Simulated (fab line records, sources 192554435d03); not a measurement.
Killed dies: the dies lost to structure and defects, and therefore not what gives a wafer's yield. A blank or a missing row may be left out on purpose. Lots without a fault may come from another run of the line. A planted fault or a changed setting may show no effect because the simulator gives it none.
Chamber matching	flow n5-finfet	N5_BEOL_M6_PECVD_70 on pecvd-02: 3 sister chambers
The step deposits SiO2 from TEOS/O2, target thk 20 nm, time 22.7 s. 6 wafers are shown with their chamber, then 9 later ones without.

## WAFERS WITH THEIR CHAMBER
wafer	chamber	throttle-valve-pct (%)	showerhead-plenum-p-Torr (Torr)
L081.2	2	19.6	8.77
L081.5	2	19.8	8.77
L081.6	1	23.4	8.86
L085.1	0	22.0	8.73
L085.4	1	23.4	8.84
L085.5	0	22.2	8.74

## WAFERS MISSING THEIR CHAMBER
wafer	throttle-valve-pct (%)	showerhead-plenum-p-Torr (Torr)
L089.4	19.9	8.77
L089.5	23.5	8.83
L089.6	22.1	8.76
L093.1	23.1	8.82
L093.4	23.4	8.85
L093.6	22.2	8.75
L097.2	22.0	8.75
L097.3	23.2	8.85
L097.5	22.0	8.74

## WHICH CHAMBER EACH ONE RAN IN
wafer	from the rows above	in truth
L089.4	2	2
L089.5	1	1
L089.6	0	0
L093.1	1	1
L093.4	1	1
L093.6	0	0
L097.2	0	0
L097.3	1	1
L097.5	0	0
9 of 9 placed correctly. Left unplaced by these rows: 0. Number placed wrongly: 0.
How it was worked out, from the rows above alone: a wafer's distance from a chamber is the root of the sum, over the readings, of the square of ((its reading less the chamber's mean) divided by the reading's scatter). If the next closest chamber is less than 2 further off than the closest, the wafer can't be placed; otherwise it belongs to the closest. A chamber's mean is the mean of its shown wafers. The scatter is the square root of a quotient: the sum, over the shown wafers, of each reading's squared deviation from its chamber's mean, divided by wafers minus chambers.
